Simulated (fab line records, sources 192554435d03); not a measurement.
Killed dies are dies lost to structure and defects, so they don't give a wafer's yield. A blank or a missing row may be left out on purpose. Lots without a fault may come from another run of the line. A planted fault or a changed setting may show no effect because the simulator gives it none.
One fault seen from 2 desks | flow n5_finfet | each desk has only its own numbers; what lay behind them comes last

THE METROLOGY DESK
What the gauges read, lot by lot, whatever tool the lot ran on: means of the sampled wafers that have a number. A lot is out of limits, marked OUT, if its mean lies more than 4 standard deviations from the usual mean; the brackets give that distance. Of its 12 readings 7 are shown: the one that was out of limits first, and those that lie furthest out on some lot.
Columns: A = trench_depth_nm at N5_STI_FIN_REVEAL_FIN_H_MEAS_10, usual 52.0 nm; B = DIBL_N at N5_BEOL_M4_RC_MEAS_101, usual 35.9 mV/V; C = DIBL_P at N5_BEOL_M4_RC_MEAS_101, usual 36.2 mV/V; D = IOFF_P at N5_BEOL_M4_RC_MEAS_101, usual 0.22 nA/um; E = ION_P at N5_BEOL_M4_RC_MEAS_101, usual 465 uA/um; F = SS_P at N5_BEOL_M4_RC_MEAS_101, usual 73.2 mV/dec; G = VT_P at N5_BEOL_M4_RC_MEAS_101, usual -250 mV
lot  | first seen here | A               | B    | C    | D    | E   | F    | G
L494 | day 2 18:26     | 52.4            | 35.1 | 36.9 | 0.20 | 465 | 73.4 | -250
L495 | day 3 01:53     | 52.0            | 35.1 | 34.6 | 0.17 | 452 | 72.4 | -252
L498 | day 3 19:23     | 51.6            | 35.3 | 36.0 | 0.19 | 457 | 73.6 | -256
L499 | day 4 01:04     | 51.3            | 37.3 | 37.9 | 0.21 | 459 | 73.7 | -253
L503 | day 5 04:12     | 47.9 (-5.3) OUT | 37.4 | 36.9 | 0.21 | 463 | 73.2 | -252
L505 | day 5 16:01     | 52.4            | 33.8 | 34.3 | 0.20 | 464 | 73.3 | -249
L513 | day 7 16:33     | 52.0            | 37.3 | 38.0 | 0.27 | 477 | 73.3 | -247
L514 | day 7 21:04     | 51.1            | 35.2 | 33.8 | 0.20 | 461 | 72.6 | -251
L515 | day 8 04:20     | 52.7            | 36.7 | 36.4 | 0.23 | 471 | 73.4 | -248
L516 | day 8 10:43     | 53.3            | 35.6 | 35.8 | 0.15 | 457 | 73.0 | -258
This desk's finding: out of limits on L503; first on L503, day 5 04:14 (trench_depth_nm at N5_STI_FIN_REVEAL_FIN_H_MEAS_10). In limits: L494, L495, L498, L499, L505, L513, L514, L515, L516.

THE TOOL OWNER'S DESK: vapor_etch-02
The tool's own readings at N5_STI_FIN_REVEAL_RECESS_09 (chemistry HF/NH3, target SiO2, afs cycles 11, target depth 42.5 nm, sublimation time 60 s): means of the sampled wafers that have a number, for each lot that ran on this tool. A lot is out of limits, marked OUT, if its mean lies more than 4 standard deviations from the usual mean; the brackets give that distance.
Columns: A = drypump_motor_current_A at N5_STI_FIN_REVEAL_RECESS_09, usual 5.84 A
lot  | first seen here | A
L494 | day 2 15:44     | 6.08
L498 | day 3 16:34     | 6.06
L499 | day 3 22:23     | 6.06
L503 | day 5 01:31     | 6.09
L505 | day 5 13:20     | 6.06
L514 | day 7 18:17     | 6.07
L516 | day 8 07:55     | 6.05
This desk's finding: nothing out of limits on any of the 7 lots.

PUT TOGETHER
The metrology desk could have raised an alarm at day 5 04:14, on L503.
The tool owner's desk saw nothing out of limits.
The tool owner's desk has L503 on record, within its limits.
Of the lots named, all ran N5_STI_FIN_REVEAL_RECESS_09 on vapor_etch-02.

WHAT THE SIMULATOR HAD PUT IN
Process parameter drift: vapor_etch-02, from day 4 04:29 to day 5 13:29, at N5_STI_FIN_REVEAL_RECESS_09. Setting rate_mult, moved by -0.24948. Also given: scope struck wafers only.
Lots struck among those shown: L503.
Hours from the fault's start to each desk's first reading out of limits: the metrology desk, 24.
